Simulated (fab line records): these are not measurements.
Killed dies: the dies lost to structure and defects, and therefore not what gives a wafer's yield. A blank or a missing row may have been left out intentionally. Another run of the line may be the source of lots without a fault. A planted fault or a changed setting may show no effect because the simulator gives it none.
fab line records    flow n5_finfet
record lots=6  wafers=18  last_day=19
route steps=1938 shown BEOL_M13@1704 BEOL_M14@1716
lots untouched by any fault: they come from a run of this same line in which no faults occurred
start_h: hours from the record's first day to the start of the lot's first wafer shown    wait_h: hours elapsed since this lot's preceding step    " repeats the value in the row above    L1.1+2: several wafers, shown together as one row    - value missing, or start not given    * or withheld: withheld    < > ~ a bound
route shown NAME@n: names a module that has steps shown in the file, with the first one's number in the route    usual: average and standard deviation across the fault-free wafers    same: alike in all rows    chamber/n: place in a boat    sites: each site's reading    _std_site: standard deviation of those values    _edge_site: mean of outer sites minus mean of inner sites    radius_mm: for every site, how far away it sits from the centre of the wafer    mask NAME#n: copy n    behind: the tool/chamber that last shaped the wafer    hold: what put the lot on hold/how long, in hours/how the hold closed    device: whichever transistor did not switch (one of n, p or np)    end of line: the tests these same wafers got at the end of their route    for a step that has no rows: nothing shown but its recipe    killed: at the first sort, the dies lost to defects and structure; wafer yield is something else    map: a wafer's dies, marking killed ones x, the rest . and places with no die _
set.NAME: the setting as run; set.NAME@STEP: as run at that earlier step    model.NAME: the simulator's own value behind a step, which no gauge read
lots at selected steps of the route; one table per step, one row per wafer
services: when a tool's chamber went out of use (start_h, in hours from the record's first day, below 0 if earlier), for how many hours, and the reason
## steps
# step N5_BEOL_M13_PRE_CLEAN_42
# recipe gas=H2/He  time_s=30  temp_c=250
# usual heater_power_w=317/35
lot.wafer  tool            chamber  start_h  wait_h  heater_power_w
L785.2     pvd_sputter-02  -        347.87   0.0     384
L785.3     "               -        "        "       293
L785.5     "               -        "        "       289
L787.2     pvd_sputter-03  -        383.95   0.0     262
L787.3     "               -        "        "       275
L787.4     "               -        "        "       280
L791.1     pvd_sputter-02  -        391.79   0.0     280
L791.2     "               -        "        "       280
L791.6     "               -        "        "       386
L790.1     pvd_sputter-03  -        397.99   0.0     283
L790.4     "               -        "        "       342
L790.5     "               -        "        "       290
L789.2     pvd_sputter-01  -        400.19   0.0     348
L789.4     "               -        "        "       319
L789.5     "               -        "        "       351
L798.1     pvd_sputter-03  -        435.87   0.0     360
L798.4     "               -        "        "       274
L798.5     "               -        "        "       287
# step N5_BEOL_M13_SPUTTER_43
# recipe material=TaN  target_thk_a=150  temp_c=50  bias_v=168.6  power_w=15000  chamber_pressure_pa=0.12  time_s=24.19
# usual throttle_valve_pct=29.9/1.1
lot.wafer  tool            chamber  start_h  wait_h  throttle_valve_pct
L785.2     pvd_sputter-02  -        347.91   0.0     30.0
L785.3     "               -        "        "       32.0
L785.5     "               -        "        "       31.7
L787.2     pvd_sputter-03  -        383.99   0.0     29.2
L787.3     "               -        "        "       30.4
L787.4     "               -        "        "       30.5
L791.1     pvd_sputter-02  -        391.83   0.0     31.8
L791.2     "               -        "        "       30.3
L791.6     "               -        "        "       30.2
L790.1     pvd_sputter-03  -        398.03   0.0     30.8
L790.4     "               -        "        "       28.6
L790.5     "               -        "        "       30.5
L789.2     pvd_sputter-01  -        400.23   0.0     27.7
L789.4     "               -        "        "       30.0
L789.5     "               -        "        "       27.6
L798.1     pvd_sputter-03  -        435.91   0.0     28.7
L798.4     "               -        "        "       30.6
L798.5     "               -        "        "       30.6
# step N5_BEOL_M13_SPUTTER_44
# recipe material=Ta  target_thk_a=100  temp_c=50  bias_v=80  power_w=15000  chamber_pressure_pa=0.07  time_s=16.13
# usual throttle_valve_pct=29.8/1.1
lot.wafer  tool            chamber  start_h  wait_h  throttle_valve_pct
L785.2     pvd_sputter-02  -        347.99   0.0     29.8
L785.3     "               -        "        "       31.8
L785.5     "               -        "        "       31.7
L787.2     pvd_sputter-03  -        384.07   0.0     29.2
L787.3     "               -        "        "       30.4
L787.4     "               -        "        "       30.6
L791.1     pvd_sputter-02  -        391.91   0.0     31.7
L791.2     "               -        "        "       30.2
L791.6     "               -        "        "       29.8
L790.1     pvd_sputter-03  -        398.11   0.0     30.9
L790.4     "               -        "        "       28.6
L790.5     "               -        "        "       30.9
L789.2     pvd_sputter-01  -        400.31   0.0     27.7
L789.4     "               -        "        "       30.0
L789.5     "               -        "        "       27.5
L798.1     pvd_sputter-03  -        435.99   0.0     28.6
L798.4     "               -        "        "       30.4
L798.5     "               -        "        "       30.7
# step N5_BEOL_M13_SPUTTER_45
# recipe material=Cu  target_thk_a=800  temp_c=-20  bias_v=60  power_w=26000  chamber_pressure_pa=0.13  time_s=13.33
# usual chuck_sensor_temp_C=-15.9/0.39  throttle_valve_pct=29.8/1.1
lot.wafer  tool            chamber  start_h  wait_h  chuck_sensor_temp_C  throttle_valve_pct
L785.2     pvd_sputter-02  -        348.07   0.0     -15.6                29.9
L785.3     "               -        "        "       -15.0                31.9
L785.5     "               -        "        "       -15.1                31.6
L787.2     pvd_sputter-03  -        384.15   0.0     -16.0                28.9
L787.3     "               -        "        "       -15.2                30.6
L787.4     "               -        "        "       -16.2                30.6
L791.1     pvd_sputter-02  -        391.99   0.0     -15.1                31.7
L791.2     "               -        "        "       -15.8                30.5
L791.6     "               -        "        "       -15.5                29.9
L790.1     pvd_sputter-03  -        398.19   0.0     -16.2                30.8
L790.4     "               -        "        "       -15.8                28.4
L790.5     "               -        "        "       -16.2                30.4
L789.2     pvd_sputter-01  -        400.39   0.0     -15.8                27.6
L789.4     "               -        "        "       -15.8                30.1
L789.5     "               -        "        "       -16.0                27.5
L798.1     pvd_sputter-03  -        436.07   0.0     -16.1                28.4
L798.4     "               -        "        "       -15.2                30.8
L798.5     "               -        "        "       -16.2                30.7
# step N5_BEOL_M13_ECD_47
# recipe material=Cu  target_thk_a=9360
# step N5_BEOL_M13_ANNEAL_48
# recipe temp_c=225  time_s=90  ambient=N2
# step N5_BEOL_M13_CMP_49
# recipe stop_on=SiOC  t_overpolish_s=17.1  down_force_psi=1  platen_rpm=50  clearing_platen_down_force_psi=1.5  clearing_platen_rpm=50  post_cmp_clean=cu_alkaline  target_thk_nm=420  clearing_platen_pad_velocity_m_s=0.99484  pad_velocity_m_s=0.99484
# step N5_BEOL_M13_THK_MEAS_50
# recipe thk_meas_gauge=xrf  reads=Cu_of_BEOL_M13_ECD_47
# usual M13_THK=418/7
lot.wafer  tool           chamber  start_h  wait_h  M13_THK[nm]
L785.2     film_metro-02  -        348.95   -       407
L785.3     "              -        "        "       403
L785.5     "              -        "        "       401
L787.2     film_metro-01  -        385.05   -       427
L787.3     "              -        "        "       425
L787.4     "              -        "        "       424
L791.1     film_metro-01  -        393.25   -       420
L791.2     "              -        "        "       418
L791.6     "              -        "        "       424
L790.1     film_metro-02  -        399.06   -       408
L790.4     "              -        "        "       411
L790.5     "              -        "        "       411
L789.2     film_metro-01  -        401.26   -       424
L789.4     "              -        "        "       418
L789.5     "              -        "        "       420
L798.1     film_metro-01  -        436.96   -       421
L798.4     "              -        "        "       420
L798.5     "              -        "        "       422
# step N5_BEOL_M13_PRE_CLEAN_52
# recipe gas=NH3  time_s=15  temp_c=withheld  rf_power_w=300
# step N5_BEOL_M13_DEP_53
# recipe material=SiCN  target_thk_a=500  temp_c=withheld  precursor=3MS/NH3  pressure_torr=3  rf_w=675  time_s=17.8
# step N5_BEOL_M13_RS_MEAS_54
# recipe thk_meas_gauge=four-point-probe  reads=Cu_of_BEOL_M13_ECD_47+Ta_of_BEOL_M13_SPUTTER_44+TaN_of_BEOL_M13_SPUTTER_43
# usual M13_RS=0.0452/0.00064
lot.wafer  tool           chamber  start_h  wait_h  M13_RS[ohm/sq]
L785.2     film_metro-02  -        349.08   0.1     0.0456
L785.3     "              -        "        "       0.0461
L785.5     "              -        "        "       0.0464
L787.2     film_metro-01  -        385.17   0.1     0.0444
L787.3     "              -        "        "       0.0447
L787.4     "              -        "        "       0.0446
L791.1     film_metro-01  -        393.38   0.0     0.0451
L791.2     "              -        "        "       0.0453
L791.6     "              -        "        "       0.0452
L790.1     film_metro-02  -        399.22   0.1     0.0456
L790.4     "              -        "        "       0.0457
L790.5     "              -        "        "       0.0455
L789.2     film_metro-01  -        401.42   0.1     0.0449
L789.4     "              -        "        "       0.0458
L789.5     "              -        "        "       0.0454
L798.1     film_metro-01  -        437.09   0.0     0.0455
L798.4     "              -        "        "       0.0455
L798.5     "              -        "        "       0.0455
# step N5_BEOL_M13_INSPECT_55
# recipe inspect_instrument=darkfield  mode=post_dep
# usual raw_defect_count=68/20
lot.wafer  tool               chamber  start_h  wait_h  raw_defect_count
L785.2     defect_inspect-02  -        349.10   0.0     42
L785.3     "                  -        "        "       42
L785.5     "                  -        "        "       44
L787.2     defect_inspect-01  -        385.20   0.0     55
L787.3     "                  -        "        "       79
L787.4     "                  -        "        "       93
L791.1     defect_inspect-02  -        393.41   0.0     101
L791.2     "                  -        "        "       90
L791.6     "                  -        "        "       97
L790.1     defect_inspect-02  -        399.24   0.0     104
L790.4     "                  -        "        "       54
L790.5     "                  -        "        "       71
L789.2     defect_inspect-01  -        401.45   0.0     79
L789.4     "                  -        "        "       57
L789.5     "                  -        "        "       79
L798.1     defect_inspect-01  -        437.12   0.0     52
L798.4     "                  -        "        "       49
L798.5     "                  -        "        "       38
# step N5_BEOL_M14_ILD_DEP_00
# recipe material=SiO2  target_thk_a=11193  temp_c=400  precursor=TEOS/O2  pressure_torr=6.5  rf_w=900  teos_flow_sccm=161.4  gas=O2  flow_sccm=2650  time_s=237.4
# usual chamber_pressure_Torr=6.500/0.014  heater_power_outer_w=290/61  heater_power_w=533/91  showerhead_plenum_p_Torr=8.36/0.045  throttle_valve_pct=18.7/1.1
lot.wafer  tool      chamber  start_h  wait_h  chamber_pressure_Torr  heater_power_outer_w  heater_power_w  showerhead_plenum_p_Torr  throttle_valve_pct
L785.2     pecvd-01  0        349.14   0.0     6.486                  341                   600             8.36                      18.1
L785.3     "         2        "        "       6.492                  345                   582             8.41                      17.2
L785.5     "         1        "        "       6.526                  180                   379             8.45                      20.5
L787.2     pecvd-02  2        385.24   0.0     6.482                  365                   685             8.37                      19.5
L787.3     "         2        "        "       6.505                  269                   542             8.39                      19.0
L787.4     "         0        "        "       6.503                  188                   373             8.39                      19.4
L791.1     pecvd-01  2        393.44   0.0     -                      -                     -               -                         -
L791.2     "         0        "        "       -                      -                     -               -                         -
L791.6     "         0        "        "       -                      -                     -               -                         -
L790.1     pecvd-03  1        399.28   0.0     -                      -                     -               -                         -
L790.4     "         0        "        "       -                      -                     -               -                         -
L790.5     "         0        "        "       -                      -                     -               -                         -
L789.2     pecvd-01  1        401.48   0.0     6.458                  230                   450             8.46                      20.5
L789.4     "         0        "        "       6.478                  251                   482             8.38                      18.0
L789.5     "         2        "        "       6.494                  347                   560             8.38                      17.2
L798.1     pecvd-02  0        437.15   0.0     6.497                  275                   489             8.38                      19.3
L798.4     "         1        "        "       6.486                  319                   538             8.30                      16.5
L798.5     "         2        "        "       6.502                  343                   630             8.37                      19.7
# step N5_BEOL_M14_COAT_58
# recipe resist=BARC  temp_c=205  time_s=60  spin_rpm=1500  resist_thk_nm=89
# step N5_BEOL_M14_COAT_04
# recipe spin_rpm=1704  resist_thk_nm=800
# step N5_BEOL_M14_EBR_06
# recipe solvent=PGMEA  ebr_width_mm=1.5
# step N5_BEOL_M14_SOFTBAKE_05
# recipe temp_c=130  time_s=60
# step N5_BEOL_M14_EXPOSE_07
# recipe mask_id=V13  na=0.8  source_shape=annular  sigma_inner=0.5  sigma_outer=0.8  polarization=unpolarized  attpsm_phase_deg=180  dose_mj=57
# step N5_BEOL_M14_PEB_08
# recipe peb_temp_c=130  peb_time_s=90
# step N5_BEOL_M14_DEVELOP_09
# recipe develop_time_s=45  rinse_liquid=diw  dry=air_spin  dev_temp_c=21
# step N5_BEOL_M14_HARDBAKE_14
# recipe temp_c=130  time_s=120
# step N5_BEOL_M14_CD_MEAS_10
# recipe target_cd_nm=250  landing_energy_ev=500  detector=se_inlens  polarity=opening
# usual cd_nm=249.3/2.2
# same landing_energy_ev=500
lot.wafer  tool       chamber  start_h  wait_h  cd_nm
L785.2     cd_sem-03  0        349.64   -       245.2
L785.3     "          0        "        "       248.3
L785.5     "          0        "        "       247.9
L787.2     cd_sem-01  0        385.94   -       249.1
L787.3     "          0        "        "       246.4
L787.4     "          0        "        "       247.8
L791.1     cd_sem-02  0        394.07   -       247.2
L791.2     "          0        "        "       249.2
L791.6     "          0        "        "       247.0
L790.1     cd_sem-02  0        399.86   -       247.0
L790.4     "          0        "        "       245.3
L790.5     "          0        "        "       248.4
L789.2     cd_sem-03  0        402.11   -       253.0
L789.4     "          0        "        "       251.6
L789.5     "          0        "        "       249.7
L798.1     cd_sem-02  0        437.77   -       253.0
L798.4     "          0        "        "       250.7
L798.5     "          0        "        "       252.3
# step N5_BEOL_M14_OVL_MEAS_11
# recipe points_per_wafer=44
# usual V13_OVL=0/4.7
lot.wafer  tool        chamber  start_h  wait_h  V13_OVL[nm]
L785.2     overlay-01  0        349.67   0.0     2
L785.3     "           0        "        "       -1
L785.5     "           0        "        "       -1
L787.2     overlay-02  0        385.97   0.0     -4
L787.3     "           0        "        "       -6
L787.4     "           0        "        "       -9
L791.1     overlay-01  0        394.10   0.0     -1
L791.2     "           0        "        "       1
L791.6     "           0        "        "       2
L790.1     overlay-02  0        399.89   0.0     -2
L790.4     "           0        "        "       -3
L790.5     "           0        "        "       1
L789.2     overlay-01  0        402.14   0.0     -2
L789.4     "           0        "        "       -3
L789.5     "           0        "        "       3
L798.1     overlay-02  0        437.80   0.0     2
L798.4     "           0        "        "       -3
L798.5     "           0        "        "       3
# step N5_BEOL_M14_INSPECT_12
# recipe mode=adi  inspect_instrument=macro
# usual raw_defect_count=2.0/1.3
lot.wafer  tool               chamber  start_h  wait_h  raw_defect_count
L785.2     defect_inspect-02  -        349.69   0.0     2
L785.3     "                  -        "        "       3
L785.5     "                  -        "        "       1
L787.2     defect_inspect-01  -        385.99   0.0     3
L787.3     "                  -        "        "       3
L787.4     "                  -        "        "       2
L791.1     defect_inspect-01  -        394.12   0.0     2
L791.2     "                  -        "        "       3
L791.6     "                  -        "        "       2
L790.1     defect_inspect-01  -        399.91   0.0     0
L790.4     "                  -        "        "       3
L790.5     "                  -        "        "       1
L789.2     defect_inspect-02  -        402.16   0.0     1
L789.4     "                  -        "        "       0
L789.5     "                  -        "        "       1
L798.1     defect_inspect-01  -        437.83   0.0     2
L798.4     "                  -        "        "       4
L798.5     "                  -        "        "       3
# step N5_BEOL_M14_DESCUM_15
# recipe chemistry=O2  time_s=7.9  source_power_w=50  bias_power_w=20  pressure_mtorr=20  rf_frequency_hz=2.712e+07  temp_c=40  o2_flow_sccm=225
# step N5_BEOL_M14_ETCH_59
# recipe chemistry=N2/H2  target=BARC  target_depth_a=890  overetch_a=267  time_s=67.9  ion_energy_ev=200  pressure_mtorr=30  source_w=840  bias_w=150  n2_flow_sccm=200  h2_flow_sccm=200
# step N5_BEOL_M14_VIA_ETCH_16
# recipe chemistry=C4F8/O2/Ar  target=SiO2  he_inner_torr=15  he_outer_torr=30  target_depth_a=12313  time_s=withheld  ion_energy_ev=800  pressure_mtorr=20  source_w=1905  bias_w=2040  Ar_flow_sccm=400  C4F8_flow_sccm=16  O2_flow_sccm=12  ends=cleared
# usual drypump_motor_current_A=5.9/0.48  oes_product_au=0.73/0.074  rf_vpp_V=2233/34  showerhead_plenum_p_Torr=3.42/0.13  throttle_valve_pct=30.8/0.33
lot.wafer  tool         chamber  start_h  wait_h  drypump_motor_current_A  oes_product_au  rf_vpp_V  showerhead_plenum_p_Torr  throttle_valve_pct  model.etch.depth_nm  model.coat_of_BEOL_M14_COAT_04.thk_nm
L785.2     rie_diel-01  3        349.81   0.0     6.0                      0.75            2213      3.34                      30.6                1117                 451.8
L785.3     "            1        "        "       5.7                      0.74            2236      3.31                      30.8                1143                 451.6
L785.5     "            3        "        "       5.9                      0.74            2214      3.34                      30.6                1153                 442.8
L787.2     rie_diel-04  1        386.14   0.0     6.4                      0.72            2266      3.48                      30.7                1098                 458
L787.3     "            0        "        "       6.0                      0.63            2208      3.41                      31.4                1124                 451.2
L787.4     "            2        "        "       5.6                      0.86            2313      3.65                      30.9                1100                 452.4
L791.1     rie_diel-03  1        394.24   0.0     5.2                      0.31            2230      3.48                      29.8                0                    709.4
L791.2     "            0        "        "       5.7                      0.33            2254      3.64                      30.0                0                    711.6
L791.6     "            0        "        "       5.6                      0.33            2255      3.64                      30.0                0                    710.2
L790.1     rie_diel-03  0        400.40   0.0     5.6                      0.33            2254      3.64                      30.0                0                    714
L790.4     "            1        "        "       5.2                      0.32            2229      3.48                      29.8                0                    712
L790.5     "            0        "        "       5.6                      0.32            2255      3.64                      30.0                0                    714
L789.2     rie_diel-03  0        402.65   0.0     5.6                      0.79            2255      3.64                      30.7                1130                 445.2
L789.4     "            3        "        "       6.5                      0.80            2213      3.48                      30.4                1146                 445.4
L789.5     "            3        "        "       6.5                      0.80            2213      3.48                      30.4                1142                 445
L798.1     rie_diel-03  0        437.97   0.0     5.7                      0.76            2254      3.63                      30.7                1113                 451.4
L798.4     "            0        "        "       5.6                      0.77            2253      3.63                      30.7                1102                 456.2
L798.5     "            2        "        "       5.3                      0.62            2234      3.28                      30.6                1124                 453.6
# step N5_BEOL_M14_STRIP_63
# recipe chemistry=O2  power_w=600  temp_c=60  pressure_mtorr=30  rf_frequency_hz=6e+07  bias_power_w=0  overash_fraction=0.3  o2_flow_sccm=225
# step N5_BEOL_M14_STRIP_64
# recipe chemistry=O2  power_w=600  temp_c=60  pressure_mtorr=30  rf_frequency_hz=6e+07  bias_power_w=0  overash_fraction=0.3  o2_flow_sccm=225
# usual drypump_motor_current_A=5.9/0.48  oes_product_au=0.81/0.083  rf_vpp_V=3.7/0.52  showerhead_plenum_p_Torr=2.09/0.084  throttle_valve_pct=16.6/0.34
lot.wafer  tool         chamber  start_h  wait_h  drypump_motor_current_A  oes_product_au  rf_hours_counter_h  rf_vpp_V  showerhead_plenum_p_Torr  throttle_valve_pct
L785.2     rie_diel-01  3        -        -       6.0                      0.84            100                 4.3       2.04                      16.4
L785.3     "            1        "        "       5.7                      0.83            85                  3.8       2.03                      16.8
L785.5     "            3        "        "       6.0                      0.83            -                   4.0       2.04                      16.4
L787.2     rie_diel-04  1        -        -       6.4                      0.81            88                  3.6       2.12                      16.4
L787.3     "            0        "        "       6.0                      0.69            214                 3.7       2.09                      17.3
L787.4     "            2        "        "       5.6                      0.95            7                   3.1       2.26                      16.7
L791.1     rie_diel-03  1        -        -       5.2                      0.83            69                  4.0       2.13                      16.4
L791.2     "            0        "        "       5.6                      0.88            42                  4.1       2.24                      16.4
L791.6     "            0        "        "       5.7                      0.87            -                   3.8       2.24                      16.4
L790.1     rie_diel-03  0        -        -       5.6                      0.88            44                  3.5       2.24                      16.4
L790.4     "            1        "        "       5.2                      0.83            71                  3.5       2.13                      16.4
L790.5     "            0        "        "       5.6                      0.88            -                   3.1       2.24                      16.4
L789.2     rie_diel-03  0        -        -       5.7                      0.88            45                  3.1       2.24                      16.4
L789.4     "            3        "        "       6.5                      0.89            27                  3.1       2.14                      16.3
L789.5     "            3        "        "       6.5                      0.88            -                   2.9       2.14                      16.3
L798.1     rie_diel-03  0        -        -       5.6                      0.86            59                  3.3       2.23                      16.5
L798.4     "            0        "        "       5.7                      0.86            -                   4.2       2.23                      16.5
L798.5     "            2        "        "       5.3                      0.68            -                   3.5       1.99                      16.6
# step N5_BEOL_M14_STRIP_71
# recipe chemistry=post_etch_residue_remover  time_s=60  temp_c=25  remover_ph=withheld  remover_water_wt_pct=withheld  remover_fluoride_wt_pct=withheld
# step N5_BEOL_M14_SRD_72
# recipe time_s=30  temp_c=23  rinse_liquid=diw  dry=n2_spin  spin_rpm=1500  dry_time_s=30
# step N5_BEOL_M14_CD_MEAS_17
# recipe target_cd_nm=250  polarity=opening
# usual cd_nm=250.1/2.4
lot.wafer  tool       chamber  start_h  wait_h  cd_nm
L785.2     cd_sem-02  -        350.16   0.0     245.5
L785.3     "          -        "        "       249.8
L785.5     "          -        "        "       248.4
L787.2     cd_sem-02  -        386.62   0.0     249.4
L787.3     "          -        "        "       246.2
L787.4     "          -        "        "       247.2
L791.1     cd_sem-01  -        394.59   0.0     -
L791.2     "          -        "        "       -
L791.6     "          -        "        "       -
L790.1     cd_sem-01  -        400.75   0.0     -
L790.4     "          -        "        "       -
L790.5     "          -        "        "       -
L789.2     cd_sem-02  -        402.99   0.0     252.7
L789.4     "          -        "        "       253.6
L789.5     "          -        "        "       250.9
L798.1     cd_sem-02  -        438.32   0.0     253.6
L798.4     "          -        "        "       251.6
L798.5     "          -        "        "       251.2
# step N5_BEOL_M14_COAT_65
# recipe resist=SOC  temp_c=250  time_s=60  spin_rpm=1500  resist_thk_nm=450
## services
tool            chamber  start_h  hours  kind
pecvd-01        2        333.84   5.5    scheduled_down
rie_diel-01     0        335.79   -      clean
rie_diel-01     0        335.79   -      consumable_replace:focus_ring
rie_diel-01     0        335.79   19.3   scheduled_down
rie_diel-01     0        335.79   19.3   vent_cycle
rie_diel-03     0        346.69   3.6    repair
pecvd-03        -        346.72   1.8    repair
rie_diel-04     2        349.27   -      clean
rie_diel-04     2        349.27   -      consumable_replace:focus_ring
rie_diel-04     2        349.27   -      consumable_replace:showerhead
rie_diel-04     2        349.27   16.0   scheduled_down
rie_diel-04     2        349.27   16.0   vent_cycle
rie_diel-03     3        355.22   1.7    repair
rie_diel-03     0        357.58   3.6    repair
rie_diel-04     0        357.66   5.9    repair
pecvd-02        1        357.81   13.2   repair
pecvd-01        1        374.02   4.6    repair
rie_diel-03     -        374.21   0.7    repair
pecvd-01        -        379.46   1.3    repair
pvd_sputter-02  -        382.94   2.5    repair
pecvd-02        1        383.62   -      clean
pecvd-01        0        405.22   5.5    scheduled_down
pecvd-01        1        410.76   5.5    scheduled_down
pecvd-01        -        426.48   2.4    repair
## key
first_sign step=N5_BEOL_M14_ILD_DEP_00  reading=tool_record  direction=missing
effect step=N5_BEOL_M14_VIA_ETCH_16  reading=oes_product_au  direction=down  sigmas=5.4  usual=0.73  struck=0.32
effect step=N5_BEOL_M14_CD_MEAS_17  reading=cd_nm  direction=missing
model_effect step=N5_BEOL_M14_VIA_ETCH_16  value=etch.depth_nm  without=1127  struck=0
met_at N5_BEOL_M14_ILD_DEP_00
struck_wafers L790.1,L790.4,L790.5,L791.1,L791.2,L791.6
later_rows_left_out L790.1,L790.4,L790.5,L791.1,L791.2,L791.6
sort_left_out L790.1,L790.4,L790.5,L791.1,L791.2,L791.6
onset_between 349.14 393.44
fault kind=skipped_step_whole  tool=pecvd-01,pecvd-03  chamber=-  onset_h=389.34  steps=N5_BEOL_M14_ILD_DEP_00  scope=struck_lots_only
# sort_left_out: the simulated sort isn't trusted on such a fault, so these wafers' sort isn't shown, and their yield isn't known
# later_rows_left_out: the simulator's readings of these wafers behind a module that went badly wrong aren't trusted and aren't shown, but for the sort
